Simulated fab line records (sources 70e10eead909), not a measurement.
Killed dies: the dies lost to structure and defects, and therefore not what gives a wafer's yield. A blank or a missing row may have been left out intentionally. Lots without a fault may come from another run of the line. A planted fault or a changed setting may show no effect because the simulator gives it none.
Comparing a struck lot with a sound one ; flow nandHarc ; 39 out of 1302 route steps
Sound: these wafers, L197.1, L197.5, L197.6. The struck wafers were L192.2, L192.4, L192.6. The cause is named last.
Per side, at each step with rows, come the tool, then ch with its chambers, and then its first start. Under that, the readings that differ: sound wafers ; struck wafers ; difference of the means ; sigmas: that difference in standard deviations of wafers without a fault.
alike: same words and numbers on both sides, and readings whose means sit less than 2 such deviations apart. not compared: any withheld reading, any reading some wafer has no value for, any bound like >300 that may hide the same value, and any number with overlapping values for which the record gives no deviation.
A row with sigmas, a row that says differs or no value, or rows on one side alone: a step with any of these is where the two part. Numbers that don't overlap but have no deviation are shown without sigmas and don't part them. A reading that every wafer of one side lacks parts them only if that side has two wafers or more.

first, 1 step without rows for these wafers: NHARC_A_CHANNEL_HOLE_D2_XSEM_32.
NHARC_A_CHANNEL_HOLE_D2_INSPECT_40:
  struck on defectInspect-02, day 18 05:32; sound on defectInspect-01, day 20 04:35
  alike: rawDefectCount
then, 6 steps without rows for these wafers: NHARC_A_CHANNEL_FILL_D2_PRECLEAN_00 (cleans in SC1); NHARC_A_CHANNEL_FILL_D2_SRD_01; NHARC_A_CHANNEL_FILL_D2_ALD_02 (deposits SiO2, target thk 6 nm, pulse time 10 s, ald cycles 60); NHARC_A_CHANNEL_FILL_D2_ALD_03 (deposits SiNx, target thk 6 nm, pulse time 60 s, ald cycles 58); NHARC_A_CHANNEL_FILL_D2_ALD_14 (deposits SiO2, target thk 2.5 nm, pulse time 10 s, ald cycles 25); NHARC_A_CHANNEL_FILL_D2_ALD_15 (deposits SiNx, target thk 2 nm, pulse time 60 s, ald cycles 19).
NHARC_A_CHANNEL_FILL_D2_ALD_16: deposits SiO2, target thk 1.5 nm, pulse time 10 s, ald cycles 15.
  sound on aldHk-03 ch 0,1, day 20 17:04; struck on aldHk-04 ch 0,1, day 18 18:40
  alike: heaterPowerW, precursorPulseHeightRel
then, 3 steps without rows for these wafers: NHARC_A_CHANNEL_FILL_D2_ANNEAL_17 (time 1800 s); NHARC_A_CHANNEL_FILL_D2_CVD_18 (deposits poly-Si, target thk 3 nm); NHARC_A_CHANNEL_FILL_D2_ETCHBACK_19 (etches the open film in HBr/Cl2, target depth 5 nm, time 1.7 s).
NHARC_A_CHANNEL_FILL_D2_ETCHBACK_20: etches the open film in C4F8/O2/Ar, target depth 27 nm, time 13.5 s.
  sound on rieDiel-03 ch 0,1, day 21 05:10; struck on rieDiel-08 ch 1,2, day 19 06:47
  alike: oesProductAu, rfVppV
  not compared: rfHoursCounterH
NHARC_A_CHANNEL_FILL_D2_STRIP_28: strips in O2, time 20 s.
  sound on rieDiel-03 ch 0,1,3, day 21 05:15; struck on rieDiel-08 ch 0,2,3, day 19 06:52
  alike: drypumpMotorCurrentA, oesProductAu, rfVppV, showerheadPlenumPTorr, throttleValvePct
  not compared: rfHoursCounterH
then, 4 steps without rows for these wafers: NHARC_A_CHANNEL_FILL_D2_PRECLEAN_21 (cleans in dHF, time 30 s); NHARC_A_CHANNEL_FILL_D2_SRD_23; NHARC_A_CHANNEL_FILL_D2_CVD_05 (deposits poly-Si, target thk 5 nm); NHARC_A_CHANNEL_FILL_D2_ANNEAL_22 (time 7200 s).
NHARC_A_CHANNEL_FILL_D2_THK_MEAS_06: measures by ellipsometry.
  struck on filmMetro-01, day 19 19:08; sound on filmMetro-02, day 21 17:01
  alike: thkNm
then, 1 step without rows for these wafers: NHARC_A_CHANNEL_FILL_D2_ALD_25 (deposits SiOx, target thk 60 nm, pulse time 10 s, ald cycles 600).
NHARC_A_CHANNEL_FILL_D2_ETCHBACK_08: etches the open film in C4F8, target depth 220 nm, time 110 s.
  sound on rieDiel-08 ch 0,3; struck on rieDiel-12 ch 1,2
reading;sound;struck;difference;sigmas
oesProductAu (a.u.);0.92 0.93 0.91;1.00 0.99 1.00;+0.08;+2
  alike: rfVppV
  not compared: rfHoursCounterH
then, 6 steps without rows for these wafers: NHARC_A_CHANNEL_FILL_D2_STRIP_29 (strips in O2, time 20 s); NHARC_A_CHANNEL_FILL_D2_PRECLEAN_30 (cleans in dHF, time 30 s); NHARC_A_CHANNEL_FILL_D2_SRD_31; NHARC_A_CHANNEL_FILL_D2_CVD_09 (deposits poly-Si, target thk 150 nm, time 3000 s); NHARC_A_CHANNEL_FILL_D2_CMP_10 (polishes, target thk 150 nm); NHARC_A_CHANNEL_FILL_D2_SRD_12.
NHARC_A_CHANNEL_FILL_D2_RTA_24: time 5 s.
  sound on rtpAnneal-01 ch 0, day 22 04:59; struck on rtpAnneal-02 ch 0, day 20 10:36
  alike: lampPowerPct, wafer_temp_C_max
NHARC_A_STAIRCASE_DEP_156: deposits SiNx, target thk 50 nm.
  sound on pecvd-02 ch 0,1, day 22 05:19; struck on pecvd-01 ch 0,1,2, day 20 10:52
  alike: heaterPowerW
then, 9 steps without rows for these wafers: NHARC_A_STAIRCASE_DEHYDRATE_158 (time 120 s); NHARC_A_STAIRCASE_HMDS_159 (time 30 s); NHARC_A_STAIRCASE_COAT_160; NHARC_A_STAIRCASE_SOFTBAKE_161 (time 170 s); NHARC_A_STAIRCASE_EBR_162; NHARC_A_STAIRCASE_EXPOSE_163 (exposes mask STAIR OPEN); NHARC_A_STAIRCASE_PEB_164 (peb time 130 s); NHARC_A_STAIRCASE_DEVELOP_165 (time 140 s); NHARC_A_STAIRCASE_HARDBAKE_167 (time 140 s).
-- the record jumps here: 9 days lie between the struck wafers' starts before and after (it left off in module A_STAIRCASE and takes up again in module END, whose first step shown is number 1302 of the route) --
NHARC_END_SORT_01:
  the record has rows for the struck wafers here (prober-02 ch 0, day 29 01:01) and none for the sound ones

WHERE THEY PART
At NHARC_A_CHANNEL_FILL_D2_ETCHBACK_08 first; at NHARC_END_SORT_01 last (within this record only).

WHY: whatever the simulator had introduced
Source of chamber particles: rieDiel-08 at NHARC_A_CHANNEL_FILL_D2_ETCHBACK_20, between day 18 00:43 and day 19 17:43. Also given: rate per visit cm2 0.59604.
